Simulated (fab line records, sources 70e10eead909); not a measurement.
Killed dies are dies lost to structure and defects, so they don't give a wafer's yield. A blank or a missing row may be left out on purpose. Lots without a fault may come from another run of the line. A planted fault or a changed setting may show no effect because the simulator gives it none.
Chamber matching | flow nand_harc | NHARC_P_STI_CMP_21 on cmp-01: 4 sister chambers
The step polishes, t overpolish 20 s, target thk 380.67 nm. 4 wafers are shown with their chamber, then 9 later ones without.

WAFERS WITH THEIR CHAMBER
wafer  | chamber | motor_current_A (A)
L085.6 | 1       | 12.2
L087.4 | 2       | 14.4
L089.2 | 0       | 12.8
L089.6 | 3       | 12.2

WAFERS WITHOUT THEIR CHAMBER
wafer  | motor_current_A (A)
L090.3 | 11.8
L090.5 | 14.6
L090.6 | 11.9
L091.1 | 12.6
L091.4 | 11.6
L091.6 | 11.4
L096.1 | 11.9
L096.4 | 12.4
L096.5 | 14.5

WHICH CHAMBER EACH WENT THROUGH
wafer  | from the rows above          | in truth
L090.3 | can't be placed: 1 or 3 or 0 | 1
L090.5 | 2                            | 2
L090.6 | can't be placed: 1 or 3 or 0 | 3
L091.1 | can't be placed: 0 or 1 or 3 | 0
L091.4 | can't be placed: 1 or 3 or 0 | 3
L091.6 | can't be placed: 1 or 3 or 0 | 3
L096.1 | can't be placed: 1 or 3 or 0 | 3
L096.4 | can't be placed: 1 or 3 or 0 | 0
L096.5 | 2                            | 2
Placed correctly: 2 of 9. Can't be placed from these rows: 7 (the true chamber is among the candidates in 7). Placed wrongly: 0.
How it was worked out, from the rows above alone: a wafer's distance from a chamber is the root of the sum, over the readings, of the square of ((its reading less the chamber's mean) divided by the reading's scatter). The wafer belongs to the nearest chamber; if the next one is less than 2 further off, it can't be placed. A chamber's mean is the mean of its shown wafers. The scatter: with one shown wafer a chamber, the root of the mean of the squares of how far each hidden wafer lies from its nearest shown one.
